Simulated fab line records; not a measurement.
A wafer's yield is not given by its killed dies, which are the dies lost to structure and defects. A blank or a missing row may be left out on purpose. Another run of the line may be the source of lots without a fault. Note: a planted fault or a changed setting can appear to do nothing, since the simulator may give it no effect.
fab line records :: flow n5Finfet :: part 2 of 2: steps 28 to 33 of 33
record
  lots=5
  wafers=15
  lastDay=19
route steps=1938 shown BEOL_M1@831 BEOL_M2@841
lots untouched by any fault: they come from a run of this same line in which no faults occurred
startH: hours from the record's opening day to when the first of the lot's shown wafers began :: waitH: hours since the lot's step before :: " identical to the entry in the row above :: L1.1+2: one row covering several wafers at once :: - no value present, or no start provided :: * or withheld: withheld :: < > ~ a bound
route shown NAME@n: names a module that has steps shown in the file, with the first one's number in the route :: usual: mean/standard deviation of fault-free wafers :: same: alike in all rows :: chamber/n: place in a boat :: sites: readings site by site :: _std_site: the standard deviation of these :: _edge_site: the outer-site mean with the inner-site mean subtracted :: radiusMm: for every site, how far away it sits from the centre of the wafer :: mask NAME#n: copy n :: behind: the tool/chamber that last shaped the wafer :: hold: why the lot went on hold/how many hours it stayed there/how the hold came to an end :: device: names the non-switching transistor (n, p or np) :: end of line: the tests these same wafers got at the end of their route :: a step without rows: its recipe alone :: killed: dies lost to structure and defects at the first sort, not the wafer's yield :: map: the dies of a wafer, with x for killed, . for not killed, _ for no die there
set.NAME: setting as actually run; set.NAME@STEP: the setting as run at that earlier step :: model.NAME: the simulator's own value behind a step, which no gauge read
certain route steps with their lots: each step a table, each wafer a row
services: when a tool's chamber went out of use (startH, in hours from the record's first day, below 0 if earlier), for how many hours, and the reason
## steps
# step N5_BEOL_M2_ETCH_74
# recipe
  chemistry=N2/H2
  target=underlayer
  targetDepthA=65
  maskMaterial=CAR-EUV
  timeS=5.2
  ionEnergyEv=200
  pressureMtorr=30
  sourceW=840
  biasW=150
  n2FlowSccm=200
  h2FlowSccm=200
  ends=cleared
# usual
  drypumpMotorCurrentA=5.73/0.26
  etchRfOnTimeS=5.21/0.091
  oesProductAu=0.71/0.074
  rfVppV=524.8/2.6
  showerheadPlenumPTorr=2.57/0.083
  throttleValvePct=17.7/0.32
lot.wafer: L075.1
tool: rieDiel-04
chamber: 3
startH: 151.11
waitH: 0.0
drypumpMotorCurrentA: 6.01
etchRfOnTimeS: 5.19
oesProductAu: 0.75
rfHoursCounterH: 35
rfVppV: 527.5
showerheadPlenumPTorr: 2.71
throttleValvePct: 17.8

lot.wafer: L075.4
tool: rieDiel-04
chamber: 2
startH: 151.11
waitH: 0.0
drypumpMotorCurrentA: 5.45
etchRfOnTimeS: 5.27
oesProductAu: 0.59
rfHoursCounterH: -
rfVppV: 518.8
showerheadPlenumPTorr: 2.42
throttleValvePct: 18.4

lot.wafer: L075.6
tool: rieDiel-04
chamber: 3
startH: 151.11
waitH: 0.0
drypumpMotorCurrentA: 6.04
etchRfOnTimeS: 5.13
oesProductAu: 0.75
rfHoursCounterH: -
rfVppV: 528.7
showerheadPlenumPTorr: 2.71
throttleValvePct: 17.8

lot.wafer: L085.1
tool: rieDiel-06
chamber: 1
startH: 203.16
waitH: 0.0
drypumpMotorCurrentA: 5.61
etchRfOnTimeS: 5.09
oesProductAu: 0.72
rfHoursCounterH: 87
rfVppV: 520.3
showerheadPlenumPTorr: 2.47
throttleValvePct: 17.8

lot.wafer: L085.4
tool: rieDiel-06
chamber: 2
startH: 203.16
waitH: 0.0
drypumpMotorCurrentA: 5.78
etchRfOnTimeS: 5.05
oesProductAu: 0.75
rfHoursCounterH: 49
rfVppV: 529.0
showerheadPlenumPTorr: 2.69
throttleValvePct: 17.3

lot.wafer: L085.5
tool: rieDiel-06
chamber: 0
startH: 203.16
waitH: 0.0
drypumpMotorCurrentA: 5.60
etchRfOnTimeS: 5.26
oesProductAu: 0.71
rfHoursCounterH: -
rfVppV: 527.9
showerheadPlenumPTorr: 2.70
throttleValvePct: 17.9

lot.wafer: L088.1
tool: rieDiel-05
chamber: 1
startH: 221.37
waitH: 0.0
drypumpMotorCurrentA: 5.79
etchRfOnTimeS: 5.25
oesProductAu: 0.75
rfHoursCounterH: 31
rfVppV: 525.6
showerheadPlenumPTorr: 2.59
throttleValvePct: 17.3

lot.wafer: L088.3
tool: rieDiel-05
chamber: 0
startH: 221.37
waitH: 0.0
drypumpMotorCurrentA: 5.60
etchRfOnTimeS: 5.20
oesProductAu: 0.65
rfHoursCounterH: 132
rfVppV: 523.8
showerheadPlenumPTorr: 2.54
throttleValvePct: 17.6

lot.wafer: L088.4
tool: rieDiel-05
chamber: 2
startH: 221.37
waitH: 0.0
drypumpMotorCurrentA: 6.13
etchRfOnTimeS: 5.26
oesProductAu: 0.69
rfHoursCounterH: 88
rfVppV: 523.6
showerheadPlenumPTorr: 2.57
throttleValvePct: 18.1

lot.wafer: L089.1
tool: rieDiel-06
chamber: 3
startH: 237.16
waitH: 0.0
drypumpMotorCurrentA: 5.27
etchRfOnTimeS: 5.14
oesProductAu: 0.82
rfHoursCounterH: 11
rfVppV: 525.4
showerheadPlenumPTorr: 2.60
throttleValvePct: 17.4

lot.wafer: L089.3
tool: rieDiel-06
chamber: 2
startH: 237.16
waitH: 0.0
drypumpMotorCurrentA: 5.81
etchRfOnTimeS: 5.18
oesProductAu: 0.72
rfHoursCounterH: 57
rfVppV: 526.5
showerheadPlenumPTorr: 2.68
throttleValvePct: 17.4

lot.wafer: L089.6
tool: rieDiel-06
chamber: 3
startH: 237.16
waitH: 0.0
drypumpMotorCurrentA: 5.26
etchRfOnTimeS: 5.17
oesProductAu: 0.81
rfHoursCounterH: -
rfVppV: 524.5
showerheadPlenumPTorr: 2.60
throttleValvePct: 17.4

lot.wafer: L095.2
tool: rieDiel-04
chamber: 0
startH: 277.34
waitH: 0.0
drypumpMotorCurrentA: 5.41
etchRfOnTimeS: 5.21
oesProductAu: 0.79
rfHoursCounterH: 9
rfVppV: 522.7
showerheadPlenumPTorr: 2.49
throttleValvePct: 17.5

lot.wafer: L095.3
tool: rieDiel-04
chamber: 3
startH: 277.34
waitH: 0.0
drypumpMotorCurrentA: 6.03
etchRfOnTimeS: 5.09
oesProductAu: 0.71
rfHoursCounterH: 79
rfVppV: 526.1
showerheadPlenumPTorr: 2.69
throttleValvePct: 17.9

lot.wafer: L095.6
tool: rieDiel-04
chamber: 1
startH: 277.34
waitH: 0.0
drypumpMotorCurrentA: 6.06
etchRfOnTimeS: 5.09
oesProductAu: 0.75
rfHoursCounterH: -
rfVppV: 525.6
showerheadPlenumPTorr: 2.58
throttleValvePct: 17.7
# step N5_BEOL_M2_ETCH_63
# recipe
  chemistry=CF4
  target=SiARC
  targetDepthA=156
  maskMaterial=CAR-EUV
  timeS=26
  ionEnergyEv=80
  pressureMtorr=40
  sourceW=545
  biasW=36
  Ar_flow_sccm=100
  cf4FlowSccm=100
  ends=cleared
# usual
  drypumpMotorCurrentA=5.73/0.26
  etchRfOnTimeS=26.1/0.5
  oesProductAu=0.71/0.074
  rfVppV=184.3/1.1
  showerheadPlenumPTorr=2.17/0.066
  throttleValvePct=15.47/0.26
lot.wafer: L075.1
tool: rieDiel-04
chamber: 3
startH: 151.13
waitH: 0.0
drypumpMotorCurrentA: 6.03
etchRfOnTimeS: 25.6
oesProductAu: 0.76
rfHoursCounterH: 35
rfVppV: 185.6
showerheadPlenumPTorr: 2.27
throttleValvePct: 15.52

lot.wafer: L075.4
tool: rieDiel-04
chamber: 2
startH: 151.13
waitH: 0.0
drypumpMotorCurrentA: 5.46
etchRfOnTimeS: 26.1
oesProductAu: 0.59
rfHoursCounterH: -
rfVppV: 183.5
showerheadPlenumPTorr: 2.03
throttleValvePct: 16.02

lot.wafer: L075.6
tool: rieDiel-04
chamber: 3
startH: 151.13
waitH: 0.0
drypumpMotorCurrentA: 6.04
etchRfOnTimeS: 25.6
oesProductAu: 0.76
rfHoursCounterH: -
rfVppV: 185.3
showerheadPlenumPTorr: 2.27
throttleValvePct: 15.51

lot.wafer: L085.1
tool: rieDiel-06
chamber: 1
startH: 203.18
waitH: 0.0
drypumpMotorCurrentA: 5.63
etchRfOnTimeS: 25.7
oesProductAu: 0.72
rfHoursCounterH: 87
rfVppV: 183.0
showerheadPlenumPTorr: 2.09
throttleValvePct: 15.43

lot.wafer: L085.4
tool: rieDiel-06
chamber: 2
startH: 203.18
waitH: 0.0
drypumpMotorCurrentA: 5.75
etchRfOnTimeS: 25.9
oesProductAu: 0.74
rfHoursCounterH: 49
rfVppV: 185.8
showerheadPlenumPTorr: 2.27
throttleValvePct: 15.25

lot.wafer: L085.5
tool: rieDiel-06
chamber: 0
startH: 203.18
waitH: 0.0
drypumpMotorCurrentA: 5.61
etchRfOnTimeS: 25.9
oesProductAu: 0.72
rfHoursCounterH: -
rfVppV: 184.5
showerheadPlenumPTorr: 2.26
throttleValvePct: 15.62

lot.wafer: L088.1
tool: rieDiel-05
chamber: 1
startH: 221.39
waitH: 0.0
drypumpMotorCurrentA: 5.81
etchRfOnTimeS: 26.7
oesProductAu: 0.75
rfHoursCounterH: 31
rfVppV: 184.0
showerheadPlenumPTorr: 2.18
throttleValvePct: 15.12

lot.wafer: L088.3
tool: rieDiel-05
chamber: 0
startH: 221.39
waitH: 0.0
drypumpMotorCurrentA: 5.57
etchRfOnTimeS: 26.1
oesProductAu: 0.65
rfHoursCounterH: 132
rfVppV: 183.7
showerheadPlenumPTorr: 2.14
throttleValvePct: 15.35

lot.wafer: L088.4
tool: rieDiel-05
chamber: 2
startH: 221.39
waitH: 0.0
drypumpMotorCurrentA: 6.12
etchRfOnTimeS: 26.4
oesProductAu: 0.70
rfHoursCounterH: 88
rfVppV: 183.0
showerheadPlenumPTorr: 2.15
throttleValvePct: 15.72

lot.wafer: L089.1
tool: rieDiel-06
chamber: 3
startH: 237.17
waitH: 0.0
drypumpMotorCurrentA: 5.26
etchRfOnTimeS: 25.2
oesProductAu: 0.83
rfHoursCounterH: 11
rfVppV: 183.1
showerheadPlenumPTorr: 2.19
throttleValvePct: 15.09

lot.wafer: L089.3
tool: rieDiel-06
chamber: 2
startH: 237.17
waitH: 0.0
drypumpMotorCurrentA: 5.74
etchRfOnTimeS: 25.6
oesProductAu: 0.73
rfHoursCounterH: 57
rfVppV: 186.5
showerheadPlenumPTorr: 2.27
throttleValvePct: 15.25

lot.wafer: L089.6
tool: rieDiel-06
chamber: 3
startH: 237.17
waitH: 0.0
drypumpMotorCurrentA: 5.26
etchRfOnTimeS: 25.1
oesProductAu: 0.84
rfHoursCounterH: -
rfVppV: 184.5
showerheadPlenumPTorr: 2.19
throttleValvePct: 15.07

lot.wafer: L095.2
tool: rieDiel-04
chamber: 0
startH: 277.35
waitH: 0.0
drypumpMotorCurrentA: 5.44
etchRfOnTimeS: 25.6
oesProductAu: 0.80
rfHoursCounterH: 9
rfVppV: 182.4
showerheadPlenumPTorr: 2.12
throttleValvePct: 15.23

lot.wafer: L095.3
tool: rieDiel-04
chamber: 3
startH: 277.35
waitH: 0.0
drypumpMotorCurrentA: 6.04
etchRfOnTimeS: 25.6
oesProductAu: 0.71
rfHoursCounterH: 79
rfVppV: 185.4
showerheadPlenumPTorr: 2.26
throttleValvePct: 15.61

lot.wafer: L095.6
tool: rieDiel-04
chamber: 1
startH: 277.35
waitH: 0.0
drypumpMotorCurrentA: 6.04
etchRfOnTimeS: 25.7
oesProductAu: 0.75
rfHoursCounterH: -
rfVppV: 182.5
showerheadPlenumPTorr: 2.16
throttleValvePct: 15.44
# step N5_BEOL_M2_ETCH_64
# recipe
  chemistry=N2/H2
  target=SOC
  targetDepthA=750
  overetchA=225
  maskMaterial=SiARC
  tempC=40
  timeS=121.9
  ionEnergyEv=200
  pressureMtorr=30
  sourceW=840
  biasW=150
  n2FlowSccm=200
  h2FlowSccm=200
# usual
  drypumpMotorCurrentA=5.74/0.26
  oesProductAu=0.63/0.062
  rfVppV=524.6/2.5
  showerheadPlenumPTorr=2.57/0.083
  throttleValvePct=17.7/0.32
lot.wafer: L075.1
tool: rieDiel-04
chamber: 3
startH: 151.16
waitH: 0.0
drypumpMotorCurrentA: 6.04
oesProductAu: 0.67
rfHoursCounterH: 35
rfVppV: 527.3
showerheadPlenumPTorr: 2.71
throttleValvePct: 17.8

lot.wafer: L075.4
tool: rieDiel-04
chamber: 2
startH: 151.16
waitH: 0.0
drypumpMotorCurrentA: 5.48
oesProductAu: 0.53
rfHoursCounterH: -
rfVppV: 520.5
showerheadPlenumPTorr: 2.42
throttleValvePct: 18.3

lot.wafer: L075.6
tool: rieDiel-04
chamber: 3
startH: 151.16
waitH: 0.0
drypumpMotorCurrentA: 6.03
oesProductAu: 0.68
rfHoursCounterH: -
rfVppV: 528.0
showerheadPlenumPTorr: 2.71
throttleValvePct: 17.8

lot.wafer: L085.1
tool: rieDiel-06
chamber: 1
startH: 203.21
waitH: 0.0
drypumpMotorCurrentA: 5.62
oesProductAu: 0.63
rfHoursCounterH: 87
rfVppV: 521.8
showerheadPlenumPTorr: 2.47
throttleValvePct: 17.7

lot.wafer: L085.4
tool: rieDiel-06
chamber: 2
startH: 203.21
waitH: 0.0
drypumpMotorCurrentA: 5.76
oesProductAu: 0.65
rfHoursCounterH: 49
rfVppV: 529.2
showerheadPlenumPTorr: 2.69
throttleValvePct: 17.3

lot.wafer: L085.5
tool: rieDiel-06
chamber: 0
startH: 203.21
waitH: 0.0
drypumpMotorCurrentA: 5.59
oesProductAu: 0.64
rfHoursCounterH: -
rfVppV: 529.3
showerheadPlenumPTorr: 2.70
throttleValvePct: 17.9

lot.wafer: L088.1
tool: rieDiel-05
chamber: 1
startH: 221.42
waitH: 0.0
drypumpMotorCurrentA: 5.80
oesProductAu: 0.67
rfHoursCounterH: 31
rfVppV: 525.1
showerheadPlenumPTorr: 2.59
throttleValvePct: 17.2

lot.wafer: L088.3
tool: rieDiel-05
chamber: 0
startH: 221.42
waitH: 0.0
drypumpMotorCurrentA: 5.57
oesProductAu: 0.59
rfHoursCounterH: 132
rfVppV: 524.7
showerheadPlenumPTorr: 2.54
throttleValvePct: 17.5

lot.wafer: L088.4
tool: rieDiel-05
chamber: 2
startH: 221.42
waitH: 0.0
drypumpMotorCurrentA: 6.13
oesProductAu: 0.63
rfHoursCounterH: 88
rfVppV: 523.0
showerheadPlenumPTorr: 2.57
throttleValvePct: 18.0

lot.wafer: L089.1
tool: rieDiel-06
chamber: 3
startH: 237.20
waitH: 0.0
drypumpMotorCurrentA: 5.26
oesProductAu: 0.72
rfHoursCounterH: 11
rfVppV: 525.9
showerheadPlenumPTorr: 2.60
throttleValvePct: 17.3

lot.wafer: L089.3
tool: rieDiel-06
chamber: 2
startH: 237.20
waitH: 0.0
drypumpMotorCurrentA: 5.75
oesProductAu: 0.64
rfHoursCounterH: 58
rfVppV: 528.6
showerheadPlenumPTorr: 2.68
throttleValvePct: 17.3

lot.wafer: L089.6
tool: rieDiel-06
chamber: 3
startH: 237.20
waitH: 0.0
drypumpMotorCurrentA: 5.27
oesProductAu: 0.72
rfHoursCounterH: -
rfVppV: 525.5
showerheadPlenumPTorr: 2.60
throttleValvePct: 17.3

lot.wafer: L095.2
tool: rieDiel-04
chamber: 0
startH: 277.38
waitH: 0.0
drypumpMotorCurrentA: 5.44
oesProductAu: 0.69
rfHoursCounterH: 9
rfVppV: 523.7
showerheadPlenumPTorr: 2.49
throttleValvePct: 17.5

lot.wafer: L095.3
tool: rieDiel-04
chamber: 3
startH: 277.38
waitH: 0.0
drypumpMotorCurrentA: 6.03
oesProductAu: 0.63
rfHoursCounterH: 79
rfVppV: 527.7
showerheadPlenumPTorr: 2.70
throttleValvePct: 17.8

lot.wafer: L095.6
tool: rieDiel-04
chamber: 1
startH: 277.38
waitH: 0.0
drypumpMotorCurrentA: 6.04
oesProductAu: 0.67
rfHoursCounterH: -
rfVppV: 525.4
showerheadPlenumPTorr: 2.58
throttleValvePct: 17.7
# step N5_BEOL_M2_STRIP_65
# recipe
  chemistry=N2/H2
  tempC=40
  n2FlowSccm=200
  h2FlowSccm=200
  rfFrequencyHz=6e+07
lot.wafer: L075.1+4+6
tool: rieDiel-04
chamber: 3,2,3
startH: 151.27
waitH: 0.1

lot.wafer: L085.1+4+5
tool: rieDiel-06
chamber: 1,2,0
startH: 203.32
waitH: 0.1

lot.wafer: L088.1+3+4
tool: rieDiel-05
chamber: 1,0,2
startH: 221.53
waitH: 0.1

lot.wafer: L089.1+3+6
tool: rieDiel-06
chamber: 3,2,3
startH: 237.31
waitH: 0.1

lot.wafer: L095.2+3+6
tool: rieDiel-04
chamber: 0,3,1
startH: 277.49
waitH: 0.1
# step N5_BEOL_M2_STRIP_75
# recipe
  chemistry=N2/H2
  tempC=40
  n2FlowSccm=200
  h2FlowSccm=200
  rfFrequencyHz=6e+07
lot.wafer: L075.1+4+6
tool: rieDiel-04
chamber: 3,2,3
startH: 151.28
waitH: 0.0

lot.wafer: L085.1+4+5
tool: rieDiel-06
chamber: 1,2,0
startH: 203.33
waitH: 0.0

lot.wafer: L088.1+3+4
tool: rieDiel-05
chamber: 1,0,2
startH: 221.54
waitH: 0.0

lot.wafer: L089.1+3+6
tool: rieDiel-06
chamber: 3,2,3
startH: 237.32
waitH: 0.0

lot.wafer: L095.2+3+6
tool: rieDiel-04
chamber: 0,3,1
startH: 277.50
waitH: 0.0
# step N5_BEOL_M2_STRIP_66
# recipe
  chemistry=CF4
  resist=SiARC
  powerW=300
  biasPowerW=75
  pressureMtorr=50
  cf4FlowSccm=150
  rfFrequencyHz=6e+07
# usual
  drypumpMotorCurrentA=5.72/0.25
  oesProductAu=0.82/0.081
  powerW=300.0/0.91
  rfVppV=271.6/1.5
  showerheadPlenumPTorr=1.81/0.055
  throttleValvePct=13.43/0.27
lot.wafer: L075.1
tool: rieDiel-04
chamber: 3
startH: 151.29
waitH: 0.0
drypumpMotorCurrentA: 6.03
oesProductAu: 0.87
powerW: 299.2
rfHoursCounterH: 35
rfVppV: 273.4
showerheadPlenumPTorr: 1.90
throttleValvePct: 13.43

lot.wafer: L075.4
tool: rieDiel-04
chamber: 2
startH: 151.29
waitH: 0.0
drypumpMotorCurrentA: 5.45
oesProductAu: 0.69
powerW: 299.5
rfHoursCounterH: -
rfVppV: 270.3
showerheadPlenumPTorr: 1.70
throttleValvePct: 13.97

lot.wafer: L075.6
tool: rieDiel-04
chamber: 3
startH: 151.29
waitH: 0.0
drypumpMotorCurrentA: 6.02
oesProductAu: 0.87
powerW: 298.6
rfHoursCounterH: -
rfVppV: 272.1
showerheadPlenumPTorr: 1.90
throttleValvePct: 13.44

lot.wafer: L085.1
tool: rieDiel-06
chamber: 1
startH: 203.34
waitH: 0.0
drypumpMotorCurrentA: 5.62
oesProductAu: 0.81
powerW: 299.5
rfHoursCounterH: 87
rfVppV: 270.7
showerheadPlenumPTorr: 1.76
throttleValvePct: 13.39

lot.wafer: L085.4
tool: rieDiel-06
chamber: 2
startH: 203.34
waitH: 0.0
drypumpMotorCurrentA: 5.79
oesProductAu: 0.85
powerW: 300.4
rfHoursCounterH: 49
rfVppV: 273.4
showerheadPlenumPTorr: 1.89
throttleValvePct: 13.19

lot.wafer: L085.5
tool: rieDiel-06
chamber: 0
startH: 203.34
waitH: 0.0
drypumpMotorCurrentA: 5.60
oesProductAu: 0.82
powerW: 299.2
rfHoursCounterH: -
rfVppV: 274.0
showerheadPlenumPTorr: 1.90
throttleValvePct: 13.59

lot.wafer: L088.1
tool: rieDiel-05
chamber: 1
startH: 221.55
waitH: 0.0
drypumpMotorCurrentA: 5.80
oesProductAu: 0.88
powerW: 298.8
rfHoursCounterH: 31
rfVppV: 271.1
showerheadPlenumPTorr: 1.83
throttleValvePct: 13.10

lot.wafer: L088.3
tool: rieDiel-05
chamber: 0
startH: 221.55
waitH: 0.0
drypumpMotorCurrentA: 5.63
oesProductAu: 0.76
powerW: 300.2
rfHoursCounterH: 132
rfVppV: 270.7
showerheadPlenumPTorr: 1.80
throttleValvePct: 13.37

lot.wafer: L088.4
tool: rieDiel-05
chamber: 2
startH: 221.55
waitH: 0.0
drypumpMotorCurrentA: 6.14
oesProductAu: 0.81
powerW: 299.8
rfHoursCounterH: 88
rfVppV: 272.0
showerheadPlenumPTorr: 1.79
throttleValvePct: 13.63

lot.wafer: L089.1
tool: rieDiel-06
chamber: 3
startH: 237.33
waitH: 0.0
drypumpMotorCurrentA: 5.26
oesProductAu: 0.94
powerW: 298.9
rfHoursCounterH: 11
rfVppV: 271.0
showerheadPlenumPTorr: 1.83
throttleValvePct: 13.01

lot.wafer: L089.3
tool: rieDiel-06
chamber: 2
startH: 237.33
waitH: 0.0
drypumpMotorCurrentA: 5.71
oesProductAu: 0.83
powerW: 301.8
rfHoursCounterH: 58
rfVppV: 273.0
showerheadPlenumPTorr: 1.89
throttleValvePct: 13.20

lot.wafer: L089.6
tool: rieDiel-06
chamber: 3
startH: 237.33
waitH: 0.0
drypumpMotorCurrentA: 5.25
oesProductAu: 0.95
powerW: 299.3
rfHoursCounterH: -
rfVppV: 271.3
showerheadPlenumPTorr: 1.83
throttleValvePct: 13.02

lot.wafer: L095.2
tool: rieDiel-04
chamber: 0
startH: 277.51
waitH: 0.0
drypumpMotorCurrentA: 5.47
oesProductAu: 0.92
powerW: 299.3
rfHoursCounterH: 9
rfVppV: 270.3
showerheadPlenumPTorr: 1.78
throttleValvePct: 13.15

lot.wafer: L095.3
tool: rieDiel-04
chamber: 3
startH: 277.51
waitH: 0.0
drypumpMotorCurrentA: 6.02
oesProductAu: 0.82
powerW: 300.4
rfHoursCounterH: 79
rfVppV: 273.2
showerheadPlenumPTorr: 1.89
throttleValvePct: 13.56

lot.wafer: L095.6
tool: rieDiel-04
chamber: 1
startH: 277.51
waitH: 0.0
drypumpMotorCurrentA: 6.05
oesProductAu: 0.86
powerW: 299.3
rfHoursCounterH: -
rfVppV: 273.0
showerheadPlenumPTorr: 1.81
throttleValvePct: 13.38
## services
tool: cvdCo-01
chamber: -
startH: 131.06
hours: 0.4
kind: repair

tool: cmp-02
chamber: -
startH: 132.78
hours: 1.0
kind: repair

tool: cvdCo-02
chamber: -
startH: 135.12
hours: 4.3
kind: pm

tool: euvScanner-02
chamber: -
startH: 146.46
hours: 1.0
kind: pm

tool: ecdCu-02
chamber: -
startH: 151.78
hours: 2.2
kind: repair

tool: ecdCu-02
chamber: -
startH: 157.31
hours: 0.6
kind: repair

tool: rtpAnneal-02
chamber: -
startH: 161.36
hours: 4.3
kind: pm

tool: cvdCo-02
chamber: -
startH: 163.65
hours: 6.9
kind: pm

tool: pecvd-01
chamber: 0
startH: 166.14
hours: 7.5
kind: repair

tool: euvScanner-01
chamber: -
startH: 172.58
hours: 1.0
kind: pm

tool: pecvd-03
chamber: 2
startH: 172.77
hours: 6.1
kind: repair

tool: cmp-03
chamber: -
startH: 173.24
hours: 4.4
kind: repair

tool: euvScanner-02
chamber: -
startH: 173.62
hours: 2.0
kind: repair

tool: pecvd-01
chamber: -
startH: 175.72
hours: 2.8
kind: pm

tool: euvScanner-02
chamber: -
startH: 179.08
hours: 4.6
kind: pm

tool: cmp-02
chamber: -
startH: 190.77
hours: 2.5
kind: repair

tool: euvScanner-02
chamber: -
startH: 202.62
hours: 1.0
kind: pm

tool: cmp-03
chamber: -
startH: 203.97
hours: 4.0
kind: pm

tool: pecvd-01
chamber: -
startH: 216.05
hours: 2.1
kind: repair

tool: pecvd-01
chamber: -
startH: 227.20
hours: 4.2
kind: repair

tool: rieDiel-05
chamber: -
startH: 238.15
hours: 0.8
kind: repair

tool: cmp-03
chamber: -
startH: 248.53
hours: 0.6
kind: repair

tool: cvdCo-02
chamber: -
startH: 254.53
hours: 0.8
kind: repair

tool: euvScanner-02
chamber: -
startH: 258.76
hours: 1.0
kind: pm
